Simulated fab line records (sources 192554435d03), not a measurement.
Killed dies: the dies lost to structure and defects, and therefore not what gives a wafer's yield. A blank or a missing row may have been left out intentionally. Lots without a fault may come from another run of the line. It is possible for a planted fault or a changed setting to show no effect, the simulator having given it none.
Which tool did it? -- flow n5-finfet -- Sampling: 12 lots, 36 wafers, 6 of 1938 route steps

== WHAT THE GAUGES READ, wafer by wafer ==
N5_BEOL_M10_THK_MEAS_53: measures by xrf.
lot,measured,on,M10_THK (nm)
L075,day 10 12:47,film-metro-02,138.9 138.6 140.6
L077,day 11 09:07,film-metro-01,136.8 143.5 143.0
L079,day 11 17:18,film-metro-01,141.5 144.1 139.7
L080,day 12 05:20,film-metro-01,141.5 140.4 143.6
L083,day 12 11:25,film-metro-01,140.2 139.4 137.4
L085,day 13 14:50,film-metro-02,146.2 143.0 138.0
L087,day 13 18:16,film-metro-01,136.9 139.1 138.8
L089,day 14 11:23,film-metro-02,136.7 142.9 139.4
L092,day 14 18:50,film-metro-01,140.8 138.1 136.9
L094,day 15 05:01,film-metro-01,143.0 138.8 141.5
L096,day 15 21:05,film-metro-02,136.6 139.3 145.9
L097,day 16 03:17,film-metro-01,143.6 144.8 140.4

== EACH LOT AND THE TOOL THAT RAN IT (in order: tool; ch and the chambers of the sampled wafers; start) ==
lot,N5_BEOL_M10_HM_DEP_02,N5_BEOL_M10_ETCH_65,N5_BEOL_M10_ETCH_66,N5_BEOL_M10_VIA_ETCH_34,N5_BEOL_M10_DEGAS_44
L075,"pvd-sputter-02, day 10 07:33","rie-diel-06 ch 0,1,3, day 10 09:43","rie-diel-06 ch 0,1,3, day 10 09:46","rie-diel-06 ch 0,1,3, day 10 09:53","pvd-sputter-03, day 10 10:53"
L077,"pvd-sputter-01, day 11 03:43","rie-diel-05 ch 0,1, day 11 06:29","rie-diel-05 ch 0,1, day 11 06:32","rie-diel-05 ch 0,1, day 11 06:40","pvd-sputter-02, day 11 07:34"
L079,"pvd-sputter-02, day 11 07:14","rie-diel-05 ch 0,2,3, day 11 13:32","rie-diel-05 ch 0,2,3, day 11 13:35","rie-diel-05 ch 0,2,3, day 11 13:43","pvd-sputter-02, day 11 15:49"
L080,"pvd-sputter-01, day 11 20:23","rie-diel-01 ch 1,3, day 12 01:02","rie-diel-01 ch 1,3, day 12 01:05","rie-diel-01 ch 1,3, day 12 01:13","pvd-sputter-02, day 12 03:42"
L083,"pvd-sputter-03, day 12 04:32","rie-diel-06 ch 1,2, day 12 06:44","rie-diel-06 ch 1,2, day 12 06:47","rie-diel-06 ch 1,2, day 12 06:55","pvd-sputter-02, day 12 08:17"
L085,"pvd-sputter-01, day 13 08:38","rie-diel-05 ch 0,2,3, day 13 10:16","rie-diel-05 ch 0,2,3, day 13 10:19","rie-diel-05 ch 0,2,3, day 13 10:26","pvd-sputter-01, day 13 12:56"
L087,"pvd-sputter-03, day 13 13:23","rie-diel-01 ch 0,1,3, day 13 15:22","rie-diel-01 ch 0,1,3, day 13 15:25","rie-diel-01 ch 0,1,3, day 13 15:33","pvd-sputter-01, day 13 16:50"
L089,"pvd-sputter-02, day 14 05:48","rie-diel-05 ch 0,1,3, day 14 07:57","rie-diel-05 ch 0,1,3, day 14 08:00","rie-diel-05 ch 0,1,3, day 14 08:07","pvd-sputter-01, day 14 09:40"
L092,"pvd-sputter-03, day 14 13:35","rie-diel-01 ch 0,2,3, day 14 16:11","rie-diel-01 ch 0,2,3, day 14 16:14","rie-diel-01 ch 0,2,3, day 14 16:22","pvd-sputter-02, day 14 17:21"
L094,"pvd-sputter-01, day 14 20:54","rie-diel-05 ch 0,1,2, day 15 01:44","rie-diel-05 ch 0,1,2, day 15 01:47","rie-diel-05 ch 0,1,2, day 15 01:55","pvd-sputter-01, day 15 03:04"
L096,"pvd-sputter-01, day 15 13:23","rie-diel-05 ch 1,2,3, day 15 16:50","rie-diel-05 ch 1,2,3, day 15 16:53","rie-diel-05 ch 1,2,3, day 15 17:00","pvd-sputter-01, day 15 18:02"
L097,"pvd-sputter-03, day 15 20:45","rie-diel-05 ch 0,2,3, day 15 22:30","rie-diel-05 ch 0,2,3, day 15 22:33","rie-diel-05 ch 0,2,3, day 15 22:41","pvd-sputter-03, day 16 01:37"
- N5_BEOL_M10_HM_DEP_02: deposits TiN, target thk 20 nm.
- N5_BEOL_M10_ETCH_65: etches SiARC in CF4, target depth 39 nm, time 65 s.
- N5_BEOL_M10_ETCH_66: etches SOC in N2/H2, target depth 120 nm, overetch 24 nm, time 180 s.
- N5_BEOL_M10_VIA_ETCH_34: etches SiCOH lowk in C4F6/O2, target depth 184.5 nm, time 69.2 s.
- N5_BEOL_M10_DEGAS_44: time 60 s.

== THE ANSWER, worked out from the rows above alone ==
Rule: the lots themselves supply what counts as usual. Put in order of their means at a reading, lots are off if they are a third of the lots or fewer, leave a main group of 4 or more, and stand apart from it by a gap of 3 or more times the standard deviation of the main group's means; of several such gaps the widest counts. A main group is skipped when, at the precision printed for the reading in the tables above, its means are all equal. Also off: a lot with no number at a reading for which 4 or more lots have one. The other lots that the step has rows for count as sound.
Across all readings shown, no lot is off: no conclusion can be drawn from this.

== WHAT THE SIMULATOR PUT IN ==
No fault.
